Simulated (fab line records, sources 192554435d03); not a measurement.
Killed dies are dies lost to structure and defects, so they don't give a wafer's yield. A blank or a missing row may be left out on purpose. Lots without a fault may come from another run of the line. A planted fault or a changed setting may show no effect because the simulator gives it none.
Chamber matching | flow n5_finfet | N5_DUMMY_GATE_ETCH_23 on rie_si-01: 4 sister chambers
The step etches poly-Si in HBr/Cl2/O2, target depth 41 nm, time 22.3 s. 4 wafers are shown with their chamber, then 6 later ones without.

WAFERS WITH THEIR CHAMBER
wafer  | chamber | drypump_motor_current_A (A)
L352.4 | 0       | 5.5
L354.3 | 1       | 5.9
L354.4 | 2       | 5.1
L354.5 | 3       | 4.7

WAFERS WITHOUT THEIR CHAMBER
wafer  | drypump_motor_current_A (A)
L355.2 | 5.4
L355.3 | 5.9
L355.5 | 5.1
L356.2 | 5.9
L356.4 | 5.4
L356.6 | 5.1

WHICH CHAMBER EACH WENT THROUGH
wafer  | from the rows above | in truth
L355.2 | 0                   | 0
L355.3 | 1                   | 1
L355.5 | 2                   | 2
L356.2 | 1                   | 1
L356.4 | 0                   | 0
L356.6 | 2                   | 2
Placed correctly: 6 of 6. Can't be placed from these rows: 0. Placed wrongly: 0.
How it was worked out, from the rows above alone: a wafer's distance from a chamber is the root of the sum, over the readings, of the square of ((its reading less the chamber's mean) divided by the reading's scatter). The wafer belongs to the nearest chamber; if the next one is less than 2 further off, it can't be placed. A chamber's mean is the mean of its shown wafers. The scatter: with one shown wafer a chamber, the root of the mean of the squares of how far each hidden wafer lies from its nearest shown one.
